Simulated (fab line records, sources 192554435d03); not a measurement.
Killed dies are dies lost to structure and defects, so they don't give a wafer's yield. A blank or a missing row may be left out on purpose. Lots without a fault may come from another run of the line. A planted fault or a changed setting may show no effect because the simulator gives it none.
A struck lot beside a sound one | flow n5_finfet | 27 steps out of a route of 1938
Sound: wafers L222.1, L222.2, L222.6. Struck: wafer L229.1. (L229.5, L229.6 of the same lot were not struck and are left out.) The cause comes at the end.
At each step with rows: each side's tool, then ch and its chambers, then its first start. Under that, the readings that differ: sound wafers | struck wafers | difference of the means | sigmas: that difference in standard deviations of wafers without a fault.
alike: readings whose means differ by less than 2 such deviations, and words and numbers that are the same on both sides. not compared: withheld readings, readings that some wafer has no value for, bounds like >300 that may hide the same value, and numbers for which the record gives no deviation and whose values overlap.
The two part at a step that has a row with sigmas, a row that says differs or no value, or rows on one side only. Numbers that don't overlap but have no deviation are shown without sigmas and don't part them. A reading that every wafer of one side lacks parts them only if that side has two wafers or more.

first, 1 step without rows for these wafers: N5_DUMMY_GATE_UV_OZONE_45 (time 120 s).
N5_DUMMY_GATE_INSPECT_27: inspects for defects (brightfield).
  sound on defect_inspect-02, day 2 22:50; struck on defect_inspect-01, day 4 18:01
  reading          | sound       | struck | difference | sigmas
  raw_defect_count | 406 614 401 | 295    | -179       | -2
N5_SPACER0_ALD_07: deposits SiNx, target thk 2 nm.
  sound on ald_sin-01 ch 0,2, day 2 22:53; struck on ald_sin-01 ch 3, day 4 18:04
  alike: chamber_pressure_Torr, heater_power_w
N5_SPACER0_ALD_00: deposits SiOCN, target thk 3.5 nm, pulse time 3 s, purge time 2 s.
  sound on ald_sin-01 ch 0,2, day 2 23:02; struck on ald_sin-01 ch 3, day 4 18:13
  reading                      | sound             | struck | difference | sigmas
  chamber_pressure_Torr (Torr) | 1.999 1.999 1.997 | 2.007  | +0.009     | +2
  alike: heater_power_w, precursor_pulse_height_rel
N5_SPACER0_ALD_08: deposits SiNx, target thk 2 nm.
  sound on ald_sin-01 ch 0,2, day 2 23:17; struck on ald_sin-01 ch 3, day 4 18:28
  reading                      | sound             | struck | difference | sigmas
  chamber_pressure_Torr (Torr) | 2.009 2.007 2.000 | 1.995  | -0.010     | -2
  alike: heater_power_w
N5_SPACER0_INSPECT_04: inspects for defects (darkfield).
  sound on defect_inspect-02, day 2 23:26; struck on defect_inspect-01, day 4 18:37
  reading          | sound       | struck | difference | sigmas
  raw_defect_count | 210 275 168 | 126    | -92        | -3
then, 6 steps without rows for these wafers: N5_SD_EPI_N_COAT_32 (time 60 s, resist thk 350 nm); N5_SD_EPI_N_COAT_33 (time 60 s, resist thk 35 nm); N5_SD_EPI_N_COAT_03 (resist thk 150 nm); N5_SD_EPI_N_EBR_05; N5_SD_EPI_N_SOFTBAKE_04 (time 60 s); N5_SD_EPI_N_EXPOSE_06 (exposes mask SD N BLK, target cd 120 nm).
N5_SD_EPI_N_PEB_07: peb time 60 s.
  sound on litho_track-04 ch 0, day 2 23:39; struck on litho_track-01 ch 0, day 4 18:58
  reading                  | sound             | struck | difference | sigmas
  exhaust_pa (Pa)          | 44.5 45.1 44.7    | 46.6   | +1.8       | +2
  heater_power_total_W (W) | 175.6 173.6 173.0 | 267.8  | +93.7      | +62
then, 1 step without rows for these wafers: N5_SD_EPI_N_DEVELOP_08 (develop time 30 s).
N5_SD_EPI_N_CD_MEAS_09: target cd 120 nm.
  sound on cd_sem-02 ch 0, day 2 23:43; struck on cd_sem-03 ch 0, day 4 19:01
  reading    | sound             | struck | difference | sigmas
  cd_nm (nm) | 120.3 120.8 118.9 | 93.8   | -26.2      | -20
N5_SD_EPI_N_OVL_MEAS_10:
  sound on overlay-01 ch 0, day 2 23:45; struck on overlay-02 ch 0, day 4 19:03
  reading           | sound          | struck | difference | sigmas
  SD_N_BLK_OVL (nm) | -1.0 -0.2 -0.6 | -2.3   | -1.7       | -2
N5_SD_EPI_N_INSPECT_11: inspects for defects (macro).
  sound on defect_inspect-01, day 2 23:46; struck on defect_inspect-02, day 4 19:05
  alike: raw_defect_count
N5_SD_EPI_N_DESCUM_14: chemistry O2, time 7.9 s.
  sound on rie_diel-06 ch 1,2, day 2 23:48; struck on rie_diel-03 ch 1, day 4 19:07
  reading                   | sound             | struck | difference | sigmas
  model.SD_EPI_N.cd_nm (nm) | 120.4 120.6 118.8 | 94     | -26        |
  alike: bias_power_w, drypump_motor_current_A, oes_product_au, rf_vpp_V, showerhead_plenum_p_Torr, throttle_valve_pct
  not compared: rf_hours_counter_h
then, 5 steps without rows for these wafers: N5_SD_EPI_N_ETCH_34 (etches SiARC in CF4, target depth 45.5 nm, time 75.8 s); N5_SD_EPI_N_ETCH_35 (etches SOC in N2/H2, overetch 108 nm, time 486 s); N5_SD_EPI_N_STRIP_36 (strips in N2/H2); N5_SD_EPI_N_ETCHBACK_44 (etches SiNx in CH3F/O2, stops on SiO2, target depth 14.5 nm); N5_SD_EPI_N_ETCH_45 (etches SiOCN in CH3F/O2, target depth 6 nm).
N5_SD_EPI_N_ETCH_16: etches SiO2 in CHF3/O2, target depth 5 nm.
  sound on rie_diel-06 ch 1,2, day 3 00:25; struck on rie_diel-03 ch 1, day 4 19:44
  alike: O2_flow_sccm, drypump_motor_current_A, oes_product_au, rf_vpp_V, showerhead_plenum_p_Torr, throttle_valve_pct
  not compared: rf_hours_counter_h
then, 1 step without rows for these wafers: N5_SD_EPI_N_STRIP_47 (strips in CHF3/O2).
N5_SD_EPI_N_SD_RECESS_17: chemistry HBr/Cl2/O2, target depth 41 nm, time 23.7 s, bt time 3 s.
  sound on rie_si-04 ch 0,3, day 3 00:29; struck on rie_si-03 ch 3, day 4 19:48
  reading                   | sound         | struck | difference | sigmas
  model.SD_EPI_N.cd_nm (nm) | 120.6 121 121 | 91.4   | -29.5      |
  alike: HBr_flow_sccm, O2_flow_sccm, drypump_motor_current_A, oes_product_au, throttle_valve_pct
  not compared: rf_hours_counter_h
N5_SD_EPI_N_STRIP_38: strips in N2/H2.
  sound on plasma_asher-01 ch 0,1, day 3 00:35; struck on plasma_asher-01 ch 0, day 4 19:53
  alike: drypump_motor_current_A, heater_power_w, oes_product_au
  not compared: rf_hours_counter_h

WHERE THEY PART
First at N5_DUMMY_GATE_INSPECT_27; last, within this record, at N5_SD_EPI_N_OVL_MEAS_10. Later steps at which nothing parts them and some readings are alike: N5_SD_EPI_N_INSPECT_11, N5_SD_EPI_N_DESCUM_14, N5_SD_EPI_N_ETCH_16, N5_SD_EPI_N_SD_RECESS_17, N5_SD_EPI_N_STRIP_38.

WHY: what the simulator had put in
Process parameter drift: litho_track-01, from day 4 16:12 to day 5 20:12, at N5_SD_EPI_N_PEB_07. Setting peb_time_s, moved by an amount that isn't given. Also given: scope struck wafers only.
